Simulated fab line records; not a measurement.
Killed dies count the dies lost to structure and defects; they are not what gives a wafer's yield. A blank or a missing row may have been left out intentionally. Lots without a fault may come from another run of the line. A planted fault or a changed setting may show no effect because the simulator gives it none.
Chamber matching ; flow n5Finfet ; N5_BEOL_M13_ETCH_38 on rieDiel-05 has 4 sister chambers
The step etches SiCN in CF4/N2, target depth 67.5 nm, time 71.9 s. 18 wafers are shown with their chamber, then 9 later ones without.

EACH WAFER AND ITS CHAMBER
wafer;chamber;showerheadPlenumPTorr (Torr);drypumpMotorCurrentA (A);oesProductAu (a.u.)
L076.1;3;2.12;6.3;0.78
L076.4;0;2.26;5.4;0.71
L076.6;2;2.17;6.5;0.88
L078.1;2;2.16;6.5;0.86
L078.3;1;2.12;5.6;0.75
L078.5;2;2.16;6.5;0.86
L082.2;0;2.26;5.4;0.70
L082.4;3;2.12;6.3;0.77
L082.6;1;2.12;5.6;0.75
L084.3;2;2.16;6.4;0.84
L084.4;3;2.12;6.3;0.76
L084.5;1;2.12;5.6;0.74
L083.1;2;2.16;6.5;0.84
L083.5;3;2.12;6.3;0.76
L083.6;0;2.26;5.5;0.69
L086.1;2;2.16;6.5;0.85
L086.2;1;2.12;5.6;0.74
L086.5;1;2.12;5.6;0.74

SIGNATURES (averages over the wafers above)
reading;chamber 0;chamber 1;chamber 2;chamber 3;scatter within a chamber
showerheadPlenumPTorr;2.2600;2.1200;2.1617;2.1200;0.00244
drypumpMotorCurrentA;5.433;5.600;6.483;6.300;0.0327
oesProductAu;0.7000;0.7440;0.8550;0.7675;0.0112
Rule: for each reading, subtract the chamber's mean from the wafer's reading, divide by that reading's scatter and square the result; add these up over the readings and take the root, which gives the wafer's distance from the chamber. The wafer belongs to the nearest chamber; if the next one is less than 2 further off, it can't be placed. The scatter: take each reading less its chamber's mean, square it, sum over the shown wafers, divide by the number of wafers less the number of chambers, and take the root.

WAFERS MISSING THEIR CHAMBER
wafer;showerheadPlenumPTorr (Torr);drypumpMotorCurrentA (A);oesProductAu (a.u.)
L088.2;2.26;5.4;0.69
L088.3;2.16;6.5;0.84
L088.5;2.12;5.6;0.73
L087.3;2.11;6.3;0.76
L087.4;2.16;6.5;0.85
L087.6;2.16;6.5;0.84
L092.2;2.11;5.6;0.73
L092.4;2.25;5.4;0.97
L092.6;2.11;5.6;0.73

WHICH CHAMBER EACH WENT THROUGH
wafer;from the rows above;in truth
L088.2;0;0
L088.3;2;2
L088.5;1;1
L087.3;3;3
L087.4;2;2
L087.6;2;2
L092.2;1;1
L092.4;0;0
L092.6;1;1
Placed correctly: 9 of 9. Not placeable from these rows: 0. Wrongly placed: 0.
